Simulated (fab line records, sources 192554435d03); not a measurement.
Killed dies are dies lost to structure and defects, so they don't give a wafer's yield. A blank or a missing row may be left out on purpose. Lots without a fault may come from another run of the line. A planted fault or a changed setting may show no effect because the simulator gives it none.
fab line records | flow n5_finfet
record lots=6 wafers=15 last_day=17
route steps=1938 shown BEOL_M13@1696 PASSIVATION@1936
lots that met no fault: from a run of the same line without faults
start_h: hours from the record's first day to the start of the lot's first wafer shown | wait_h: hours since the lot's step before | " the same as in the row above | L1.1+2: a row that stands for several wafers | - no value, or no start given | * or withheld: withheld | < > ~ a bound
route shown NAME@n: a module of which the file shows steps, and the number in the route of the first | usual: mean/standard deviation of fault-free wafers | same: alike in all rows | chamber/n: place in a boat | sites: the reading at each site | _std_site: their standard deviation | _edge_site: outer sites' mean less inner sites' | radius_mm: how far each site lies from the wafer's centre | mask NAME#n: copy n | behind: the tool/chamber that last shaped the wafer | hold: why the lot was held/for how many hours/how that ended | device: the transistor (n, p or np) that didn't switch | end of line: the same wafers' tests at the end of the route | a step without rows: its recipe alone | killed: dies lost to structure and defects at the first sort, not the wafer's yield | map: a wafer's dies, x killed, . not, _ none there
set.NAME: the setting as run; set.NAME@STEP: as run at that earlier step | model.NAME: the simulator's own value behind a step, which no gauge read
lots at some steps of the route; a table a step, a row a wafer
services: from which hour (start_h, from the record's first day; less than 0 if before it) a tool's chamber was out of use, for how many hours, and why
## steps
# step N5_BEOL_M13_TRENCH_ETCH_34
# recipe chemistry=C4F8/O2/Ar target=SiOC target_depth_a=4134.7 mask_material=SOC pressure_mtorr=30 source_w=3000 bias_w=700 Ar_flow_sccm=400 C4F8_flow_sccm=15 O2_flow_sccm=8 he_inner_torr=15 he_outer_torr=30 time_s=162.6 ion_energy_ev=250
# usual O2_flow_sccm=8.002/0.023 drypump_motor_current_A=5.6/0.43 he_inner_torr=14.995/0.029 oes_product_au=0.83/0.089 rf_vpp_V=666/3 showerhead_plenum_p_Torr=3.43/0.1 throttle_valve_pct=24.19/0.3
# columns lot.wafer tool chamber start_h wait_h O2_flow_sccm drypump_motor_current_A he_inner_torr oes_product_au rf_hours_counter_h rf_vpp_V showerhead_plenum_p_Torr throttle_valve_pct
L795.1 rie_diel-01 1 214.97 0.0 8.001 5.2 14.930 0.69 223 669 3.55 24.56
L795.3 " 3 " " 8.027 6.4 14.984 0.89 14 666 3.45 23.57
L795.6 " 1 " " 8.009 5.2 15.022 0.69 - 668 3.55 24.58
L797.1 rie_diel-01 2 238.75 0.0 7.977 5.5 14.992 0.70 232 669 3.54 24.54
L797.3 " 3 " " 7.966 6.4 14.954 0.87 24 667 3.45 23.60
L797.5 " 0 " " 8.039 5.9 14.961 0.93 - 664 3.35 24.18
L804.1 rie_diel-01 0 322.73 0.0 7.986 5.9 15.003 0.86 34 665 3.34 24.24
L804.2 " 1 " " 8.018 5.2 15.023 0.97 4 667 3.53 24.25
L806.1 rie_diel-06 0 341.97 0.0 7.957 5.5 15.017 0.85 60 662 3.33 24.17
L806.2 " 2 " " 7.996 6.2 14.999 0.97 2 668 3.45 23.45
L812.1 rie_diel-06 3 358.91 0.0 7.988 5.1 15.005 0.86 66 664 3.35 24.29
L812.5 " 3 " " 7.980 5.1 14.993 0.86 - 663 3.35 24.30
L812.6 " 0 " " 8.031 5.5 14.950 0.84 - 664 3.33 24.18
L813.3 rie_diel-01 3 376.24 0.0 7.979 6.4 14.974 0.82 68 668 3.42 23.64
L813.6 " 2 " " 8.014 5.5 15.013 0.94 - 669 3.51 24.40
# step N5_BEOL_M13_STRIP_70
# recipe chemistry=C4F8/O2/Ar resist=SiARC rf_frequency_hz=6e+07
# step N5_BEOL_M13_OCD_MEAS_35
# usual trench_depth_nm=416/7.8
# columns lot.wafer tool chamber start_h wait_h trench_depth_nm
L795.1 ocd-02 - 215.14 0.0 406
L795.3 " - " " 411
L795.6 " - " " 409
L797.1 ocd-01 - 238.93 0.0 406
L797.3 " - " " 414
L797.5 " - " " 420
L804.1 ocd-02 - 322.90 0.0 416
L804.2 " - " " 402
L806.1 ocd-02 - 342.14 0.0 424
L806.2 " - " " 416
L812.1 ocd-01 - 359.09 0.0 429
L812.5 " - " " 424
L812.6 " - " " 431
L813.3 ocd-01 - 376.42 0.0 417
L813.6 " - " " 428
# step N5_BEOL_M13_STRIP_37
# recipe chemistry=N2/H2 power_w=1000 temp_c=250 h2_frac=0.65 overash_fraction=0.3 pressure_mtorr=withheld n2_flow_sccm=1750 h2_flow_sccm=3250
# step N5_BEOL_M13_ETCH_38
# recipe chemistry=CF4/N2 target=SiCN target_depth_a=675 taper_deg=2 time_s=71.9 ion_energy_ev=150 mask_material=SiO2 pressure_mtorr=40 source_w=430 bias_w=70 Ar_flow_sccm=100 cf4_flow_sccm=60 n2_flow_sccm=60
# step N5_BEOL_M13_PRECLEAN_39
# recipe chemistry=residue_remover time_s=60 temp_c=40
# step N5_BEOL_M13_SRD_40
# recipe time_s=30 temp_c=23 rinse_liquid=diw dry=n2_spin spin_rpm=1500 dry_time_s=30
# step N5_BEOL_M13_DEGAS_41
# recipe ambient=vacuum temp_c=250 time_s=60
# usual heater_power_w=346/56
# columns lot.wafer tool chamber start_h wait_h heater_power_w
L795.1 pvd_sputter-03 - 215.60 0.2 267
L795.3 " - " " 391
L795.6 " - " " 347
L797.1 pvd_sputter-03 - 240.38 0.3 337
L797.3 " - " " 267
L797.5 " - " " 265
L804.1 pvd_sputter-02 - 325.50 0.6 328
L804.2 " - " " 353
L806.1 pvd_sputter-02 - 343.72 0.3 463
L806.2 " - " " 282
L812.1 pvd_sputter-01 - 359.46 0.0 322
L812.5 " - " " 349
L812.6 " - " " 334
L813.3 pvd_sputter-02 - 377.81 0.8 461
L813.6 " - " " 455
# step N5_BEOL_M13_PRE_CLEAN_42
# recipe gas=H2/He time_s=30 temp_c=250
# usual heater_power_w=347/56
# columns lot.wafer tool chamber start_h wait_h heater_power_w
L795.1 pvd_sputter-03 - 215.64 0.0 262
L795.3 " - " " 376
L795.6 " - " " 338
L797.1 pvd_sputter-03 - 240.42 0.0 344
L797.3 " - " " 266
L797.5 " - " " 261
L804.1 pvd_sputter-02 - 325.54 0.0 328
L804.2 " - " " 352
L806.1 pvd_sputter-02 - 343.76 0.0 448
L806.2 " - " " 274
L812.1 pvd_sputter-01 - 359.50 0.0 329
L812.5 " - " " 348
L812.6 " - " " 333
L813.3 pvd_sputter-02 - 377.85 0.0 472
L813.6 " - " " 453
# step N5_BEOL_M13_SPUTTER_43
# recipe material=TaN target_thk_a=150 temp_c=50 bias_v=168.6 power_w=15000 chamber_pressure_pa=0.12 time_s=24.19
# usual throttle_valve_pct=30.1/0.65
# columns lot.wafer tool chamber start_h wait_h throttle_valve_pct
L795.1 pvd_sputter-03 - 215.68 0.0 29.7
L795.3 " - " " 29.4
L795.6 " - " " 30.1
L797.1 pvd_sputter-03 - 240.47 0.0 29.8
L797.3 " - " " 29.8
L797.5 " - " " 29.7
L804.1 pvd_sputter-02 - 325.58 0.0 29.9
L804.2 " - " " 30.5
L806.1 pvd_sputter-02 - 343.80 0.0 29.5
L806.2 " - " " 30.7
L812.1 pvd_sputter-01 - 359.55 0.0 30.2
L812.5 " - " " 30.0
L812.6 " - " " 31.9
L813.3 pvd_sputter-02 - 377.89 0.0 29.5
L813.6 " - " " 29.6
# step N5_BEOL_M13_SPUTTER_44
# recipe material=Ta target_thk_a=100 temp_c=50 bias_v=80 power_w=15000 chamber_pressure_pa=0.07 time_s=16.13
# step N5_BEOL_M13_SPUTTER_45
# recipe material=Cu target_thk_a=800 temp_c=-20 bias_v=60 power_w=26000 chamber_pressure_pa=0.13 time_s=13.33
# step N5_BEOL_M13_ECD_47
# recipe material=Cu target_thk_a=9360
# columns lot.wafer tool chamber start_h wait_h model.Cu_of_BEOL_M13_ECD_47.thk_nm
L795.1 ecd_cu-01 1 215.95 0.1 925.8
L795.3 " 0 " " 947.4
L795.6 " 1 " " 936.4
L797.1 ecd_cu-02 1 240.77 0.1 919.4
L797.3 " 0 " " 929
L797.5 " 0 " " 921.6
L804.1 ecd_cu-01 1 325.86 0.1 922.8
L804.2 " 0 " " 1379
L806.1 ecd_cu-01 1 344.08 0.1 954.8
L806.2 " 0 " " 1354
L812.1 ecd_cu-02 1 359.85 0.1 925.8
L812.5 " 0 " " 933
L812.6 " 1 " " 925.2
L813.3 ecd_cu-02 1 378.22 0.1 927
L813.6 " 1 " " 921.8
# step N5_BEOL_M13_ANNEAL_48
# recipe temp_c=225 time_s=90 ambient=N2
# usual anneal_temp_c=224.99/0.16 wafer_temp_C_max=225.9/0.48
# columns lot.wafer tool chamber start_h wait_h anneal_temp_c wafer_temp_C_max
L795.1 rtp_anneal-01 0 216.12 0.1 224.75 226.0
L795.3 " 0 " " 224.94 226.4
L795.6 " 0 " " 224.80 226.9
L797.1 rtp_anneal-02 0 241.13 0.3 225.04 225.2
L797.3 " 0 " " 225.12 225.7
L797.5 " 0 " " 224.99 225.7
L804.1 rtp_anneal-01 0 326.02 0.1 224.78 226.7
L804.2 " 0 " " 224.89 226.0
L806.1 rtp_anneal-02 0 344.33 0.2 225.09 225.5
L806.2 " 0 " " 224.93 225.5
L812.1 rtp_anneal-01 0 360.74 0.8 224.92 226.6
L812.5 " 0 " " 224.98 226.3
L812.6 " 0 " " 225.05 226.2
L813.3 rtp_anneal-01 0 378.42 0.2 225.05 226.9
L813.6 " 0 " " 225.03 227.0
# step N5_PASSIVATION_PROBE_49
# usual defect_limited_yield=91.2/1.4 killed_at_M0_to_M3=33/9.5 killed_at_M4_up=13/4.7 killed_at_contacts=11/5.3 killed_at_front_end=42/12 killed_at_other=5/3.3 killed_dies=104/17 killed_open=67/12 killed_short=33/7.7 sort_bin_5_function=5.1/0.94 sort_bin_6_memory=3.3/0.67 sort_bin_8_speed=0.1/1.3 sort_n_pass=1074/24 sort_yield_pct=91.1/2
# same gross_dies=1180 killed_at_back_side=0 sort_bin_4_leakage[%]=0
# columns lot.wafer tool chamber start_h wait_h defect_limited_yield[%] killed_at_M0_to_M3 killed_at_M4_up killed_at_contacts killed_at_front_end killed_at_other killed_dies killed_open killed_short sort_bin_5_function[%] sort_bin_6_memory[%] sort_bin_8_speed[%] sort_n_pass sort_yield_pct[%]
L795.1 prober-02 - 243.11 0.0 91.4 29 16 11 41 4 101 60 40 4.9 3.1 0 1079 91.4
L795.3 prober-02 - 243.21 0.1 91.4 29 11 11 48 3 102 69 32 4.8 3.5 0 1078 91.4
L795.6 prober-02 - 243.36 0.3 92.2 26 11 6 40 9 92 56 33 4.7 2.5 0.2 1086 92.0
# killed by level:class
L795.1 STI_FIN_REVEAL:geometric_particle:open=9 FIN_SAQP:geometric_particle:open=8 BEOL_M2:geometric_particle:open=8 MOL_CONTACT_COAG:geometric_particle:open=6 BEOL_M0_SAQP:geometric_particle:short=6 STARTING-WAFER:geometric_particle:open=6 GATE_CUT:geometric_particle:short=5 MOL_CONTACT_COAG:geometric_particle:short=5
L795.3 STI_FIN_REVEAL:geometric_particle:open=15 FIN_SAQP:geometric_particle:short=8 GATE_CUT:geometric_particle:short=8 MOL_CONTACT_COAG:geometric_particle:open=8 BEOL_M0_SAQP:geometric_particle:open=8 BEOL_M2:geometric_particle:open=7 BEOL_M4:geometric_particle:open=6 FIN_SAQP:geometric_particle:open=5
L795.6 STI_FIN_REVEAL:geometric_particle:open=9 BEOL_M4:geometric_particle:open=8 PASS1_CAP:geometric_particle:short=7 BEOL_M3:geometric_particle:open=6 BEOL_M2:geometric_particle:open=6 FIN_SAQP:geometric_particle:short=5 FIN_SAQP:geometric_particle:open=4 MOL_CONTACT_COAG:geometric_particle:open=4
## services
# columns tool chamber start_h hours kind
ecd_cu-02 - 194.31 0.6 repair
ecd_cu-01 - 196.02 6.6 repair
pvd_sputter-01 - 200.17 1.1 repair
rie_diel-01 0 211.47 - clean
rie_diel-01 0 211.47 - consumable_replace:focus_ring
rie_diel-01 0 211.47 18.4 scheduled_down
rie_diel-01 0 211.47 18.4 vent_cycle
rie_diel-01 2 218.89 6.3 repair
rie_diel-06 2 227.39 4.3 repair
rie_diel-06 1 244.69 4.1 repair
rie_diel-01 3 282.73 4.1 repair
ecd_cu-02 - 284.15 0.3 repair
rie_diel-01 1 286.82 - clean
rie_diel-01 1 286.82 - consumable_replace:focus_ring
rie_diel-01 1 286.82 26.8 scheduled_down
rie_diel-01 1 286.82 26.8 vent_cycle
rie_diel-01 0 304.06 1.6 repair
rie_diel-01 2 313.81 - clean
rie_diel-01 2 313.81 - consumable_replace:focus_ring
rie_diel-01 2 313.81 15.4 scheduled_down
rie_diel-06 - 331.06 0.5 repair
pvd_sputter-02 - 356.72 4.6 repair
rie_diel-06 1 357.97 1.8 repair
ecd_cu-01 - 362.76 0.5 repair
## key
first_sign none at tools or gauges
model_effect step=N5_BEOL_M13_ECD_47 value=Cu_of_BEOL_M13_ECD_47.thk_nm without=926.2 struck=1366
met_at N5_BEOL_M13_ECD_47
struck_wafers L804.2,L806.2
onset_between 215.95 325.86
fault kind=process_parameter_drift tool=ecd_cu-01 chamber=- onset_h=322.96 steps=N5_BEOL_M13_ECD_47 channel=target_thk_a offset=* shape=step end_h=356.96 scope=struck_wafers_only acts_in=* stated=*
